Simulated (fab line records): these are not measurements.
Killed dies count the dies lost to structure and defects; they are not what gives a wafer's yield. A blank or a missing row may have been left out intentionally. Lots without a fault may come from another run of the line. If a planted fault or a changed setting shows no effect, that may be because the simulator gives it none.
Matching of chambers / flow n5_finfet / rie_diel-05 running N5_BEOL_M9_STRIP_67: 4 sister chambers
The step strips in CF4. 20 wafers are shown with their chamber, then 10 later ones without.

== EACH WAFER AND ITS CHAMBER ==
wafer=L074.2; chamber=0; drypump_motor_current_A (A)=5.76; throttle_valve_pct (%)=13.76; oes_product_au (a.u.)=0.73
wafer=L074.3; chamber=1; drypump_motor_current_A (A)=5.17; throttle_valve_pct (%)=13.92; oes_product_au (a.u.)=0.72
wafer=L074.5; chamber=1; drypump_motor_current_A (A)=5.18; throttle_valve_pct (%)=13.93; oes_product_au (a.u.)=0.72
wafer=L076.1; chamber=2; drypump_motor_current_A (A)=5.65; throttle_valve_pct (%)=13.51; oes_product_au (a.u.)=0.98
wafer=L076.5; chamber=1; drypump_motor_current_A (A)=5.20; throttle_valve_pct (%)=13.98; oes_product_au (a.u.)=0.71
wafer=L076.6; chamber=2; drypump_motor_current_A (A)=5.69; throttle_valve_pct (%)=13.49; oes_product_au (a.u.)=0.97
wafer=L080.1; chamber=3; drypump_motor_current_A (A)=5.75; throttle_valve_pct (%)=13.33; oes_product_au (a.u.)=0.79
wafer=L080.3; chamber=0; drypump_motor_current_A (A)=5.80; throttle_valve_pct (%)=13.82; oes_product_au (a.u.)=0.71
wafer=L080.4; chamber=3; drypump_motor_current_A (A)=5.75; throttle_valve_pct (%)=13.33; oes_product_au (a.u.)=0.80
wafer=L084.2; chamber=1; drypump_motor_current_A (A)=5.19; throttle_valve_pct (%)=13.98; oes_product_au (a.u.)=0.70
wafer=L084.4; chamber=0; drypump_motor_current_A (A)=5.78; throttle_valve_pct (%)=13.84; oes_product_au (a.u.)=0.71
wafer=L084.6; chamber=2; drypump_motor_current_A (A)=5.65; throttle_valve_pct (%)=13.51; oes_product_au (a.u.)=0.95
wafer=L087.4; chamber=2; drypump_motor_current_A (A)=5.66; throttle_valve_pct (%)=13.53; oes_product_au (a.u.)=0.94
wafer=L087.5; chamber=0; drypump_motor_current_A (A)=5.76; throttle_valve_pct (%)=13.84; oes_product_au (a.u.)=0.71
wafer=L087.6; chamber=1; drypump_motor_current_A (A)=5.17; throttle_valve_pct (%)=13.99; oes_product_au (a.u.)=0.70
wafer=L091.1; chamber=2; drypump_motor_current_A (A)=5.65; throttle_valve_pct (%)=13.53; oes_product_au (a.u.)=0.93
wafer=L091.3; chamber=1; drypump_motor_current_A (A)=5.18; throttle_valve_pct (%)=14.02; oes_product_au (a.u.)=0.70
wafer=L091.6; chamber=0; drypump_motor_current_A (A)=5.76; throttle_valve_pct (%)=13.84; oes_product_au (a.u.)=0.71
wafer=L093.1; chamber=0; drypump_motor_current_A (A)=5.77; throttle_valve_pct (%)=13.86; oes_product_au (a.u.)=0.70
wafer=L093.3; chamber=3; drypump_motor_current_A (A)=5.75; throttle_valve_pct (%)=13.38; oes_product_au (a.u.)=0.78

SIGNATURES (averages over the wafers above)
reading=drypump_motor_current_A; chamber 0=5.7717; chamber 1=5.1817; chamber 2=5.6600; chamber 3=5.7500; scatter within a chamber=0.0141
reading=throttle_valve_pct; chamber 0=13.8267; chamber 1=13.9700; chamber 2=13.5140; chamber 3=13.3467; scatter within a chamber=0.0317
reading=oes_product_au; chamber 0=0.7117; chamber 1=0.7083; chamber 2=0.9540; chamber 3=0.7900; scatter within a chamber=0.0134
Rule: distance of a wafer from a chamber = root of the sum over the readings of ((wafer's reading minus chamber's mean) / reading's scatter) squared. If the next closest chamber is less than 2 further off than the closest, the wafer can't be placed; otherwise it belongs to the closest. The scatter: take each reading less its chamber's mean, square it, sum over the shown wafers, divide by the number of wafers less the number of chambers, and take the root.

== WAFERS WHOSE CHAMBER IS MISSING ==
wafer=L093.5; drypump_motor_current_A (A)=5.75; throttle_valve_pct (%)=13.37; oes_product_au (a.u.)=0.78
wafer=L092.3; drypump_motor_current_A (A)=5.76; throttle_valve_pct (%)=13.39; oes_product_au (a.u.)=0.77
wafer=L092.4; drypump_motor_current_A (A)=5.76; throttle_valve_pct (%)=13.86; oes_product_au (a.u.)=0.70
wafer=L092.5; drypump_motor_current_A (A)=5.64; throttle_valve_pct (%)=13.55; oes_product_au (a.u.)=0.91
wafer=L095.1; drypump_motor_current_A (A)=5.78; throttle_valve_pct (%)=13.86; oes_product_au (a.u.)=0.70
wafer=L095.5; drypump_motor_current_A (A)=5.80; throttle_valve_pct (%)=13.87; oes_product_au (a.u.)=0.70
wafer=L095.6; drypump_motor_current_A (A)=5.76; throttle_valve_pct (%)=13.39; oes_product_au (a.u.)=0.78
wafer=L097.1; drypump_motor_current_A (A)=5.18; throttle_valve_pct (%)=14.02; oes_product_au (a.u.)=0.68
wafer=L097.3; drypump_motor_current_A (A)=5.76; throttle_valve_pct (%)=13.39; oes_product_au (a.u.)=0.77
wafer=L097.5; drypump_motor_current_A (A)=5.67; throttle_valve_pct (%)=13.56; oes_product_au (a.u.)=0.90

== THE CHAMBER EACH PASSED THROUGH ==
wafer=L093.5; from the rows above=3; in truth=3
wafer=L092.3; from the rows above=3; in truth=3
wafer=L092.4; from the rows above=0; in truth=0
wafer=L092.5; from the rows above=2; in truth=2
wafer=L095.1; from the rows above=0; in truth=0
wafer=L095.5; from the rows above=0; in truth=0
wafer=L095.6; from the rows above=3; in truth=3
wafer=L097.1; from the rows above=1; in truth=1
wafer=L097.3; from the rows above=3; in truth=3
wafer=L097.5; from the rows above=2; in truth=2
Placed correctly: 10 of 10. From these rows, 0 cannot be placed. Placed wrongly: 0.
